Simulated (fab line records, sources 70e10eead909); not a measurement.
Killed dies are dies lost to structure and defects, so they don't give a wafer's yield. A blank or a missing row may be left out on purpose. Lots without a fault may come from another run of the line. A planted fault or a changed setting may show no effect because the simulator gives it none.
Chamber matching | flow nand_harc | NHARC_A_STAIRCASE_DEP_325 on pecvd-03: 3 sister chambers
The step deposits SiO2, target thk 3800 nm. 18 wafers are shown with their chamber, then 9 later ones without.

WAFERS WITH THEIR CHAMBER
wafer  | chamber | heater_power_w (W)
L080.3 | 1       | 664
L080.4 | 0       | 555
L080.5 | 2       | 517
L081.2 | 1       | 623
L081.5 | 1       | 592
L081.6 | 0       | 543
L084.1 | 2       | 638
L084.3 | 0       | 640
L084.4 | 0       | 532
L088.3 | 0       | 661
L088.5 | 0       | 551
L088.6 | 1       | 600
L090.4 | 1       | 578
L090.5 | 0       | 547
L090.6 | 2       | 528
L087.1 | 0       | 683
L087.4 | 0       | 551
L087.6 | 2       | 526

SIGNATURES (means of the wafers above)
reading        | chamber 0 | chamber 1 | chamber 2 | scatter within a chamber
heater_power_w | 584.78    | 611.40    | 552.25    | 52.9
Rule: a wafer's distance from a chamber is the root of the sum, over the readings, of the square of ((its reading less the chamber's mean) divided by the reading's scatter). The wafer belongs to the nearest chamber; if the next one is less than 2 further off, it can't be placed. The scatter: the root of (the sum of the squares of (reading less its chamber's mean) over the shown wafers, divided by (wafers less chambers)).

WAFERS WITHOUT THEIR CHAMBER
wafer  | heater_power_w (W)
L093.1 | 633
L093.2 | 646
L093.6 | 532
L096.2 | 719
L096.3 | 552
L096.4 | 544
L094.3 | 650
L094.4 | 584
L094.6 | 556

WHICH CHAMBER EACH WENT THROUGH
wafer  | from the rows above          | in truth
L093.1 | can't be placed: 1 or 0 or 2 | 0
L093.2 | can't be placed: 1 or 0 or 2 | 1
L093.6 | can't be placed: 2 or 0 or 1 | 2
L096.2 | can't be placed: 1 or 0 or 2 | 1
L096.3 | can't be placed: 2 or 0 or 1 | 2
L096.4 | can't be placed: 2 or 0 or 1 | 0
L094.3 | can't be placed: 1 or 0 or 2 | 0
L094.4 | can't be placed: 0 or 1 or 2 | 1
L094.6 | can't be placed: 2 or 0 or 1 | 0
Placed correctly: 0 of 9. Can't be placed from these rows: 9 (the true chamber is among the candidates in 9). Placed wrongly: 0.
